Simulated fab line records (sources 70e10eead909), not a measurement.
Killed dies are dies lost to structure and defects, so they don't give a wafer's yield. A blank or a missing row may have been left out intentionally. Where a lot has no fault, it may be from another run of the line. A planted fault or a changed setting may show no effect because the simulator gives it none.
A struck lot beside a sound one :: flow nandHarc :: 14 steps out of a route of 1302
Sound: the wafers L956.2, L956.3, L956.5. Struck: wafer L950.2. (L950.5 of the same lot was not struck and is left out.) The cause comes at the end.
For every step that has rows: the tool of each side, followed by ch and its chambers, followed by its first start. Under that, the readings that differ: sound wafers :: struck wafers :: difference of the means :: sigmas: that difference in standard deviations of wafers without a fault.
alike: same words and numbers on both sides, and readings whose means sit less than 2 such deviations apart. not compared: any withheld reading, any reading some wafer has no value for, any bound like >300 that may hide the same value, and any number with overlapping values for which the record gives no deviation.
The two part at a step that has a row with sigmas, a row that says differs or no value, or rows on one side only. Numbers that don't overlap but have no deviation are shown without sigmas and don't part them. A reading missing from all wafers of one side parts the sides only when that side holds two or more wafers.

first, 10 steps without rows for these wafers: NHARC_A_STAIRCASE_SRD_241; NHARC_A_STAIRCASE_DEHYDRATE_242 (time 120 s); NHARC_A_STAIRCASE_HMDS_243 (time 30 s); NHARC_A_STAIRCASE_COAT_244; NHARC_A_STAIRCASE_SOFTBAKE_245 (time 170 s); NHARC_A_STAIRCASE_EBR_246; NHARC_A_STAIRCASE_EXPOSE_247 (exposes mask SDS 1); NHARC_A_STAIRCASE_PEB_248 (peb time 130 s); NHARC_A_STAIRCASE_DEVELOP_249 (time 140 s); NHARC_A_STAIRCASE_HARDBAKE_251 (time 140 s).
NHARC_A_STAIRCASE_DESCUM_252: chemistry O2, time 3 s.
  sound on rieDiel-02 ch 0,1,2, day 24 06:00; struck on rieDiel-02 ch 0, day 21 07:28
  alike: drypumpMotorCurrentA, oesProductAu, rfVppV, showerheadPlenumPTorr, throttleValvePct
  not compared: rfHoursCounterH
NHARC_A_STAIRCASE_ETCH_253: etches the open film in C4F8/O2, target depth 50 nm, time 20.2 s.
  sound on rieDiel-02 ch 0,1,2, day 24 06:06; struck on rieDiel-02 ch 0, day 21 07:32
reading: runLengthS (s)
sound: 41.0 41.5 41.9
struck: 44.5
difference: +3.0
sigmas: +6
  alike: oesProductAu, rfVppV
  not compared: rfHoursCounterH
NHARC_A_STAIRCASE_STRIP_254: strips in O2.
  sound on plasmaAsher-02 ch 0, day 24 06:13; struck on plasmaAsher-02 ch 1, day 21 07:37
  alike: drypumpMotorCurrentA, heaterPowerW
  not compared: rfHoursCounterH
-- jump in the record: it breaks off in module A_STAIRCASE and resumes in module END (first step shown: number 1302 of the route), and 8 days separate the struck wafers' starts before and after --
NHARC_END_SORT_01:
  at this point the record logs the struck wafers (prober-01 ch 0, day 29 15:43) and has no rows for the sound ones

## WHERE THEY PART
Earliest at NHARC_A_STAIRCASE_ETCH_253; latest, in this record, at NHARC_END_SORT_01.

WHY: what the simulator had put in
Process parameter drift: rieDiel-02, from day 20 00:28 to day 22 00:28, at NHARC_A_STAIRCASE_ETCH_253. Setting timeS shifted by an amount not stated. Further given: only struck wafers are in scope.
